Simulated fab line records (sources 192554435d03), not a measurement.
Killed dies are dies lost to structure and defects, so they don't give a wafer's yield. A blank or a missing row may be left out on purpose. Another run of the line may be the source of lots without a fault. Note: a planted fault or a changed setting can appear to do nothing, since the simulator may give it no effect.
Chamber matching	flow n5Finfet	N5_ILD0_ALD_15 on aldSin-04 has 4 sister chambers
The step deposits SiNx, target thk 24 nm, pulse time 1 s, ald cycles 480. 4 wafers are shown with their chamber, then 11 later ones without.

== WAFERS PAIRED WITH THEIR CHAMBERS ==
wafer	chamber	heaterPowerW (W)
L086.5	2	763
L089.2	1	886
L089.4	0	757
L092.2	3	836

== WAFERS WITHOUT THEIR CHAMBER ==
wafer	heaterPowerW (W)
L092.4	773
L092.6	790
L093.2	870
L093.5	851
L093.6	786
L094.1	842
L094.4	768
L094.6	874
L095.1	862
L095.3	764
L095.4	770

== THE CHAMBER EACH PASSED THROUGH ==
wafer	from the rows above	in truth
L092.4	can't be placed: 2 or 0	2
L092.6	can't be placed: 2 or 0 or 3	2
L093.2	can't be placed: 1 or 3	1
L093.5	can't be placed: 3 or 1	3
L093.6	can't be placed: 2 or 0 or 3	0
L094.1	3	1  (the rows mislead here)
L094.4	can't be placed: 2 or 0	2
L094.6	can't be placed: 1 or 3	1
L095.1	can't be placed: 1 or 3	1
L095.3	can't be placed: 2 or 0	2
L095.4	can't be placed: 2 or 0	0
Correctly placed: 0 of 11. Cannot be placed on the basis of these rows: 10; the candidates contain the true chamber in 10. 1 placed wrongly.
How it was worked out, from the rows above alone: a wafer's distance from a chamber is the root of the sum, over the readings, of the square of ((its reading less the chamber's mean) divided by the reading's scatter). If the next closest chamber is less than 2 further off than the closest, the wafer can't be placed; otherwise it belongs to the closest. The mean given for a chamber averages the wafers shown for that chamber. The scatter: root of mean squared gap, hidden wafer to nearest shown wafer, with one shown wafer a chamber.
